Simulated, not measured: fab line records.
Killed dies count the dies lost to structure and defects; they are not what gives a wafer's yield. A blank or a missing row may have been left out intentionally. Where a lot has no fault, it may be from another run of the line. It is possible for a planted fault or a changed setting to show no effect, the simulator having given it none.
The same fault as seen by 3 desks / flow nandHarc / each desk holds nothing but its own numbers, with what lay behind them at the end

THE DEFECT DESK
Counts from the inspections along the route, per lot, as means over the sampled wafers that have a number. If a lot's mean is further than 4 standard deviations from the usual mean, the lot is out of limits and carries the mark OUT (the distance appears in the brackets).
Columns: A = rawDefectCount at NHARC_P_STI_INSPECT_11, usual 5.2
lot=L806; first seen here=day 3 06:37; A=4.0
lot=L807; first seen here=day 3 14:44; A=5.0
lot=L809; first seen here=day 4 12:25; A=8.3
lot=L810; first seen here=day 4 22:33; A=5.3
lot=L818; first seen here=day 8 06:53; A=5.7
lot=L819; first seen here=day 8 15:00; A=6.7
lot=L822; first seen here=day 10 00:20; A=4.7
lot=L823; first seen here=day 10 06:47; A=4.0
lot=L824; first seen here=day 10 17:11; A=1.7
lot=L825; first seen here=day 11 02:35; A=4.7
lot=L826; first seen here=day 11 14:34; A=6.7
Result from this desk: across the 11 lots, nothing is out of limits.

FOR THE TOOL OWNER'S DESK: krfScanner-03
The tool's own readings at NHARC_P_ZERO_WELL_EXPOSE_21 (exposes mask P NWELL, target cd 720 nm): means of the sampled wafers that have a number, for each lot that ran on this tool. If a lot's mean is further than 4 standard deviations from the usual mean, the lot is out of limits and carries the mark OUT (the distance appears in the brackets).
Columns: A = exposureDoseMJCm2 at NHARC_P_ZERO_WELL_EXPOSE_21, usual 22.311
lot=L806; first seen here=day 2 08:26; A=22.321
lot=L810; first seen here=day 4 00:28; A=22.304
lot=L818; first seen here=day 7 08:20; A=28.429 (+99 or more) OUT
lot=L819; first seen here=day 7 18:46; A=28.439 (+99 or more) OUT
This desk finds L818, L819 out of limits, L818 being first, at day 7 08:20 (exposureDoseMJCm2 at NHARC_P_ZERO_WELL_EXPOSE_21). L806, L810: within limits.

FROM THE METROLOGY DESK
Lot by lot, what the gauges showed, no matter which tool ran the lot: averages of those sampled wafers that carry a number. If a lot's mean is further than 4 standard deviations from the usual mean, the lot is out of limits and carries the mark OUT (the distance appears in the brackets).
Columns: A = cdNm at NHARC_P_ZERO_WELL_CD_MEAS_24, usual 719.9 nm
lot=L806; first seen here=day 2 08:35; A=718.2
lot=L807; first seen here=day 2 18:35; A=722.5
lot=L809; first seen here=day 3 14:36; A=720.1
lot=L810; first seen here=day 4 00:37; A=720.0
lot=L818; first seen here=day 7 08:29; A=759.8 (+20) OUT
lot=L819; first seen here=day 7 18:56; A=763.2 (+22) OUT
lot=L822; first seen here=day 9 00:28; A=720.6
lot=L823; first seen here=day 9 10:38; A=722.0
lot=L824; first seen here=day 9 20:38; A=718.1
lot=L825; first seen here=day 10 06:36; A=720.0
lot=L826; first seen here=day 10 16:31; A=718.8
This desk finds L818, L819 out of limits, L818 being first, at day 7 08:29 (cdNm at NHARC_P_ZERO_WELL_CD_MEAS_24). L806, L807, L809, L810, L822, L823, L824, L825, L826: within limits.

BROUGHT TOGETHER
The tool owner's desk had the chance to raise an alarm at day 7 08:20 on L818, L819.
Metrology desk: alarm possible at day 7 08:29 on L818, L819.
The defect desk saw nothing out of limits.
The defect desk has L818, L819 on record, within its limits.
Every lot named ran NHARC_P_ZERO_WELL_EXPOSE_21 on krfScanner-03.

WHAT THE SIMULATOR PUT IN
Process parameter drift: krfScanner-03, from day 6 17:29 on, at NHARC_P_ZERO_WELL_EXPOSE_21. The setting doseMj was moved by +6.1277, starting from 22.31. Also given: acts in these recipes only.
Struck lots among those shown: L818, L819.
Counting hours from when the fault started, the first reading out of limits came at 15 for the tool owner's desk and at 15 for the metrology desk.
